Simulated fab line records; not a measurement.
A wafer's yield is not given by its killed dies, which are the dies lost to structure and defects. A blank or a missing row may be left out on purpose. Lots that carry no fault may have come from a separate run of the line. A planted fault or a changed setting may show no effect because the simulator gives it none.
Problem report, 8D (eight disciplines) form, completed by code || flow nandHarc || the parts of the form that need people (team, actions taken, sign-off) are left out

## 1. THE PROBLEM
At NHARC_END_SORT_01, killedAtPeriphery averages 208.3 over 3 wafers from 3 lots, while fault-free wafers read 4.2, standard deviation 2.8. That puts it +73 standard deviations away from the usual mean.
Seen first at day 28 17:08 on prober-02, wafer L305.2. Wafers with a number at this step in the record: 35, from 13 lots. Rule for "out", or "out of limits": more than 4 standard deviations from the usual mean. All remaining wafers that have a number are taken as sound.

## 2. WHAT IT IS; WHAT IT IS NOT
{"question": "which readings at this step", "is": "killedAtPeriphery, defectLimitedYield, killedDies", "is not": "killedAtArray, killedAtOther, killedOpen, killedShort"}
{"question": "which lots", "is": "L305, L306, L307", "is not": "L294, L295, L296, L299, L300, L302, L303, L304, L315, L316"}
{"question": "which wafers of those lots", "is": "L305.2, L306.4, L307.2", "is not": "L307.4, L307.6"}
{"question": "read on which gauges", "is": "prober-01, prober-02", "is not": "-"}
{"question": "when", "is": "from day 28 17:08", "is not": "up to then (24 sound wafers); but 8 sound wafers of L307, L315, L316 came after"}

## 3. THE SUSPECTS, EACH WITH WHAT RULES IT OUT
Counting: any tool at a process step up to the reading remains a suspect provided it ran every lot that is out. Sound lots after the first of them don't rule it out here, since some wafers of a struck lot are sound.
- the gauge at NHARC_END_SORT_01: ruled out. The wafers that are out were read on 2 gauges (prober-01, prober-02).
- ecdCu-01 at NHARC_P_BONDPAD_ECD_18 (material Cu, target thk 400 nm): kept. It processed each lot that is out (first: L305, day 11 05:32); up to then, its last sound lot is L304 (day 10 17:18).
- grinder-01 at NHARC_THIN_TSV_GRIND_00: kept. It processed each lot that is out (first: L305, day 28 00:54); up to then, its last sound lot is L304 (day 27 09:22).
What counting leaves: ecdCu-01 at NHARC_P_BONDPAD_ECD_18 and grinder-01 at NHARC_THIN_TSV_GRIND_00.

## 4. THE CAUSE (what the simulator had put in)
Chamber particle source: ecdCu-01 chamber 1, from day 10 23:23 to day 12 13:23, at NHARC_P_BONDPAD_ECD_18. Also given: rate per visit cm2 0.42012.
Of the 2 suspects that counting leaves, this tool is one.

## 5. THE EFFECT CHAIN, in route order
Each row: a reading where the mean over the struck wafers with a number is more than 3 standard deviations away from the usual. Scope: only readings with a usual standard deviation given in the record; hours: median across lots of the time from each lot's start at the first step in this table that gives one to its start at this step; sigmas: change in usual standard deviations.
{"hours": 0, "step": "NHARC_END_SORT_01", "reading": "defectLimitedYield", "usual": "90.3 %", "on struck wafers": 62.3, "change": -28.0, "sigmas": -9.3}
{"hours": 0, "step": "NHARC_END_SORT_01", "reading": "killedAtPeriphery", "usual": 4.2, "on struck wafers": 208.3, "change": "+204.1", "sigmas": "+73"}
{"hours": 0, "step": "NHARC_END_SORT_01", "reading": "killedDies", "usual": 65, "on struck wafers": 255, "change": "+190", "sigmas": "+9.5"}

## 6. WHAT WOULD HAVE CAUGHT IT SOONER
The first out-of-limits reading at a measuring or inspecting step in this record came at day 28 17:08, 426 hours after the fault's start at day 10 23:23.
By day 28 17:08, every lot that is out (3) had started NHARC_P_BONDPAD_ECD_18 on ecdCu-01. Holding the tool at that point would not have protected any of them.
